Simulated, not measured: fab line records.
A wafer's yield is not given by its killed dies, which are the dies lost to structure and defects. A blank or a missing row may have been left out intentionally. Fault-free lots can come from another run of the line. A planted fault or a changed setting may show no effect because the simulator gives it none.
Matching of chambers || flow n5 finfet || rie diel-02 running N5_MOL_CONTACT_COAG_ETCH_124: 4 sister chambers
The step etches SiNx in CH3F/O2, stops on SiOC, target depth 6.5 nm. 8 wafers are shown with their chamber, then 8 later ones without.

WAFERS, EACH WITH ITS CHAMBER
{"wafer": "L075.6", "chamber": 2, "drypump motor current A (A)": 4.7, "showerhead plenum p Torr (Torr)": 2.10}
{"wafer": "L077.3", "chamber": 3, "drypump motor current A (A)": 6.4, "showerhead plenum p Torr (Torr)": 1.98}
{"wafer": "L078.1", "chamber": 2, "drypump motor current A (A)": 4.7, "showerhead plenum p Torr (Torr)": 2.09}
{"wafer": "L078.6", "chamber": 1, "drypump motor current A (A)": 5.3, "showerhead plenum p Torr (Torr)": 2.01}
{"wafer": "L082.1", "chamber": 0, "drypump motor current A (A)": 5.5, "showerhead plenum p Torr (Torr)": 2.01}
{"wafer": "L082.2", "chamber": 3, "drypump motor current A (A)": 6.5, "showerhead plenum p Torr (Torr)": 1.98}
{"wafer": "L082.3", "chamber": 1, "drypump motor current A (A)": 5.3, "showerhead plenum p Torr (Torr)": 2.01}
{"wafer": "L087.2", "chamber": 0, "drypump motor current A (A)": 5.5, "showerhead plenum p Torr (Torr)": 2.00}

WAFERS WITHOUT THEIR CHAMBER
{"wafer": "L087.3", "drypump motor current A (A)": 6.5, "showerhead plenum p Torr (Torr)": 1.97}
{"wafer": "L087.6", "drypump motor current A (A)": 4.7, "showerhead plenum p Torr (Torr)": 2.09}
{"wafer": "L092.1", "drypump motor current A (A)": 5.3, "showerhead plenum p Torr (Torr)": 2.00}
{"wafer": "L092.4", "drypump motor current A (A)": 5.5, "showerhead plenum p Torr (Torr)": 2.00}
{"wafer": "L092.6", "drypump motor current A (A)": 5.3, "showerhead plenum p Torr (Torr)": 2.00}
{"wafer": "L093.1", "drypump motor current A (A)": 6.5, "showerhead plenum p Torr (Torr)": 1.97}
{"wafer": "L093.2", "drypump motor current A (A)": 4.7, "showerhead plenum p Torr (Torr)": 2.08}
{"wafer": "L093.6", "drypump motor current A (A)": 6.5, "showerhead plenum p Torr (Torr)": 1.97}

WHICH CHAMBER EACH ONE RAN IN
{"wafer": "L087.3", "from the rows above": 3, "in truth": 3}
{"wafer": "L087.6", "from the rows above": 2, "in truth": 2}
{"wafer": "L092.1", "from the rows above": 1, "in truth": 1}
{"wafer": "L092.4", "from the rows above": 0, "in truth": 0}
{"wafer": "L092.6", "from the rows above": 1, "in truth": 1}
{"wafer": "L093.1", "from the rows above": 3, "in truth": 3}
{"wafer": "L093.2", "from the rows above": 2, "in truth": 2}
{"wafer": "L093.6", "from the rows above": 3, "in truth": 3}
8 of 8 placed correctly. Left unplaced by these rows: 0. Number placed wrongly: 0.
How it was worked out, from the rows above alone: a wafer's distance from a chamber is the root of the sum, over the readings, of the square of ((its reading less the chamber's mean) divided by the reading's scatter). The wafer belongs to the nearest chamber; if the next one is less than 2 further off, it can't be placed. The mean given for a chamber averages the wafers shown for that chamber. The scatter: take each reading less its chamber's mean, square it, sum over the shown wafers, divide by the number of wafers less the number of chambers, and take the root.
